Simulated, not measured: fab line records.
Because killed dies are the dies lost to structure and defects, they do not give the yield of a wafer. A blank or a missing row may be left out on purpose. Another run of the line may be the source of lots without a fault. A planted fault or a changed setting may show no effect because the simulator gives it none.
Split-lot study -- flow n5_finfet -- 39 wafers read across 7 lots, on a route 1938 steps long

## ON THE SPLIT
At N5_BEOL_M9_ILD_DEP_00 (deposits SiCOH lowk from DEMS/porogen, target thk 308.51 nm, time 58 s), the setting time_s was moved away from the recipe's 58 s on 12 of the 39 wafers read, by -41.4% to +41.8%. For the rest of the wafers, this setting stayed at what the recipe calls for.

## THE PATH FROM SPLIT TO READING: the file shows 1 step between them
- N5_BEOL_M9_CURE_71: cures SiCOH lowk, time 240 s

## THE READING
M9_ILD_THK in nanometres, read at N5_BEOL_M9_THK_MEAS_01. A value of 267 nm with a standard deviation of 4.3 nm is what fault-free wafers of this fab line usually give.

wafer,"tool, chamber at the split","time_s as run, s",against the recipe,"M9_ILD_THK, nm",against lot-mates on the recipe
L074.1,"pecvd-02, 2",58,recipe,267,-
L074.2,"pecvd-02, 1",58,recipe,266,-
L074.3,"pecvd-02, 0",78.43,+35.2%,360,+92
L074.4,"pecvd-02, 2",58,recipe,271,-
L074.5,"pecvd-02, 1",78.43,+35.2%,367,+99
L074.6,"pecvd-02, 0",78.43,+35.2%,366,+98
L087.1,"pecvd-02, 2",82.23,+41.8%,379,+113
L087.2,"pecvd-02, 0",58,recipe,264,-
L087.3,"pecvd-02, 1",58,recipe,263,-
L087.4,"pecvd-02, 1",82.23,+41.8%,383,+117
L087.5,"pecvd-02, 0",58,recipe,270,-
L087.6,"pecvd-02, 2",82.23,+41.8%,381,+115
L089.1,"pecvd-03, 1",58,recipe,264,-
L089.2,"pecvd-03, 2",37.45,-35.4%,169,-97
L089.3,"pecvd-03, 0",37.45,-35.4%,165,-101
L089.4,"pecvd-03, 1",37.45,-35.4%,176,-90
L089.5,"pecvd-03, 0",58,recipe,262,-
L089.6,"pecvd-03, 2",58,recipe,271,-
L092.1,"pecvd-03, 0",58,recipe,258,-
L092.2,"pecvd-03, 2",58,recipe,267,-
L092.3,"pecvd-03, 1",58,recipe,264,-
L092.4,"pecvd-03, 2",58,recipe,269,-
L092.5,"pecvd-03, 0",58,recipe,264,-
L092.6,"pecvd-03, 1",58,recipe,267,-
L094.3,"pecvd-03, 0",58,recipe,262,-
L094.4,"pecvd-03, 0",58,recipe,266,-
L094.6,"pecvd-03, 1",58,recipe,266,-
L095.1,"pecvd-03, 1",58,recipe,272,-
L095.2,"pecvd-03, 0",58,recipe,267,-
L095.3,"pecvd-03, 2",33.97,-41.4%,160,-111
L095.4,"pecvd-03, 0",33.97,-41.4%,159,-112
L095.5,"pecvd-03, 2",58,recipe,274,-
L095.6,"pecvd-03, 1",33.97,-41.4%,165,-106
L093.1,"pecvd-04, 1",58,recipe,266,-
L093.2,"pecvd-04, 0",58,recipe,272,-
L093.3,"pecvd-04, 2",58,recipe,260,-
L093.4,"pecvd-04, 0",58,recipe,272,-
L093.5,"pecvd-04, 1",58,recipe,270,-
L093.6,"pecvd-04, 2",58,recipe,266,-

FIT RESULTS
A straight line over all 39 wafers: M9_ILD_THK changes by +2.69 nm for each +1% of time_s; r = +1.00; the points scatter about the line by 4.2 nm.
The same after taking each lot's own level away (the mean of its wafers on the recipe; 39 wafers): +2.71 nm for each +1%; r = +1.00; scatter 3.5 nm.
The reading moves by 1.1e+02 nm for the largest change in time_s, on that fit.
The lots' own levels span 264.7 to 271.0 nm, that is 1.5 times the standard deviation above.
The two slopes agree, so the slope changes little with the lot-to-lot level.
Check: with one of the wafers moved furthest among these (+41.8%) left out of the fit, the line predicts +114 nm for it against its lot-mates. It came out at +113 nm against them.

## OTHER SPLITS ON THESE WAFERS
Note: prior to the reading, these wafers also went through further splits. Each is held against what the fit with the lots' levels taken away leaves over:
other split on the same wafers,wafers away from the commonest value,r with M9_ILD_THK (lot level and that fit taken away)
N5_HKMG_FIN_ETCH_55 time_s,12,-0.34
N5_BEOL_M0_SAQP_HM_DEP_111 time_s,12,-0.02
N5_BEOL_M1_ILD_DEP_00 target_thk_a,12,-0.03
N5_BEOL_M7_ILD_DEP_00 target_thk_a,9,+0.09

## THE WHOLE CHAIN: every reading that the file lists as answering this split, in the file's order
step,what it does,reading,change (the file's fit),r (the file's)
N5_BEOL_M9_ILD_DEP_00,"deposits SiCOH lowk from DEMS/porogen, target thk 308.51 nm, time 58 s","SiCOH_lowk_of_BEOL_M9_ILD_DEP_00.thk_nm (the simulator's own value, which no gauge read)",+3.07 nm for each +1% of the setting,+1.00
N5_BEOL_M9_CURE_71,"cures SiCOH lowk, time 240 s","SiCOH_lowk_of_BEOL_M9_ILD_DEP_00.thk_nm (the simulator's own value, which no gauge read)",+2.71 nm for each +1% of the setting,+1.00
N5_BEOL_M9_THK_MEAS_01,,M9_ILD_THK,+2.71 for each +1% of the setting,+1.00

## THE FILE'S OWN FIT
M9_ILD_THK changes by +2.71 nm for each +1% of time_s, r = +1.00.
